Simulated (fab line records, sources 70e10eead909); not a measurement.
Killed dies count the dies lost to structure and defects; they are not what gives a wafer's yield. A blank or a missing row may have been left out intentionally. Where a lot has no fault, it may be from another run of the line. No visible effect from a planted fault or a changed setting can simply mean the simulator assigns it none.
Chamber matching || flow nand-harc || 3 sister chambers for NHARC_A_CONTACT_DEP_58 on pecvd-03
The step deposits SiON, target thk 60 nm. 14 wafers are shown with their chamber, then 7 later ones without.

== WAFERS WITH THEIR CHAMBER ==
{"wafer": "L447.1", "chamber": 1, "showerhead-vpp-V (V)": 1237, "heater-power-w (W)": 706}
{"wafer": "L447.4", "chamber": 2, "showerhead-vpp-V (V)": 1108, "heater-power-w (W)": 615}
{"wafer": "L447.5", "chamber": 1, "showerhead-vpp-V (V)": 1226, "heater-power-w (W)": 707}
{"wafer": "L450.3", "chamber": 1, "showerhead-vpp-V (V)": 1230, "heater-power-w (W)": 683}
{"wafer": "L450.4", "chamber": 2, "showerhead-vpp-V (V)": 1111, "heater-power-w (W)": 512}
{"wafer": "L450.6", "chamber": 0, "showerhead-vpp-V (V)": 1194, "heater-power-w (W)": 734}
{"wafer": "L453.1", "chamber": 2, "showerhead-vpp-V (V)": 1113, "heater-power-w (W)": 596}
{"wafer": "L453.2", "chamber": 0, "showerhead-vpp-V (V)": 1195, "heater-power-w (W)": 832}
{"wafer": "L453.3", "chamber": 1, "showerhead-vpp-V (V)": 1218, "heater-power-w (W)": 702}
{"wafer": "L459.1", "chamber": 1, "showerhead-vpp-V (V)": 1229, "heater-power-w (W)": 590}
{"wafer": "L459.2", "chamber": 2, "showerhead-vpp-V (V)": 1131, "heater-power-w (W)": 603}
{"wafer": "L459.4", "chamber": 0, "showerhead-vpp-V (V)": 1225, "heater-power-w (W)": 723}
{"wafer": "L460.1", "chamber": 1, "showerhead-vpp-V (V)": 1224, "heater-power-w (W)": 629}
{"wafer": "L460.4", "chamber": 2, "showerhead-vpp-V (V)": 1127, "heater-power-w (W)": 604}

SIGNATURES (averages over the wafers above)
{"reading": "showerhead-vpp-V", "chamber 0": 1204.67, "chamber 1": 1227.33, "chamber 2": 1118.00, "scatter within a chamber": 10.7}
{"reading": "heater-power-w", "chamber 0": 763.00, "chamber 1": 669.50, "chamber 2": 586.00, "scatter within a chamber": 48.8}
Rule: a wafer's distance from a chamber is the root of the sum, over the readings, of the square of ((its reading less the chamber's mean) divided by the reading's scatter). The wafer belongs to the nearest chamber; if the next one is less than 2 further off, it can't be placed. The scatter: take each reading less its chamber's mean, square it, sum over the shown wafers, divide by the number of wafers less the number of chambers, and take the root.

== WAFERS WHOSE CHAMBER IS MISSING ==
{"wafer": "L460.5", "showerhead-vpp-V (V)": 1209, "heater-power-w (W)": 826}
{"wafer": "L458.1", "showerhead-vpp-V (V)": 1176, "heater-power-w (W)": 799}
{"wafer": "L458.3", "showerhead-vpp-V (V)": 1236, "heater-power-w (W)": 706}
{"wafer": "L458.6", "showerhead-vpp-V (V)": 1225, "heater-power-w (W)": 707}
{"wafer": "L469.3", "showerhead-vpp-V (V)": 1212, "heater-power-w (W)": 712}
{"wafer": "L469.4", "showerhead-vpp-V (V)": 1212, "heater-power-w (W)": 693}
{"wafer": "L469.5", "showerhead-vpp-V (V)": 1139, "heater-power-w (W)": 625}

== EACH ONE'S CHAMBER ==
{"wafer": "L460.5", "from the rows above": 0, "in truth": 0}
{"wafer": "L458.1", "from the rows above": 0, "in truth": 0}
{"wafer": "L458.3", "from the rows above": 1, "in truth": 1}
{"wafer": "L458.6", "from the rows above": "can't be placed: 1 or 0", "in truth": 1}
{"wafer": "L469.3", "from the rows above": "can't be placed: 0 or 1", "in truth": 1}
{"wafer": "L469.4", "from the rows above": "can't be placed: 1 or 0", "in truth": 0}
{"wafer": "L469.5", "from the rows above": 2, "in truth": 2}
Correct placement for 4 of the 7. Cannot be placed on the basis of these rows: 3; the candidates contain the true chamber in 3. Number placed wrongly: 0.
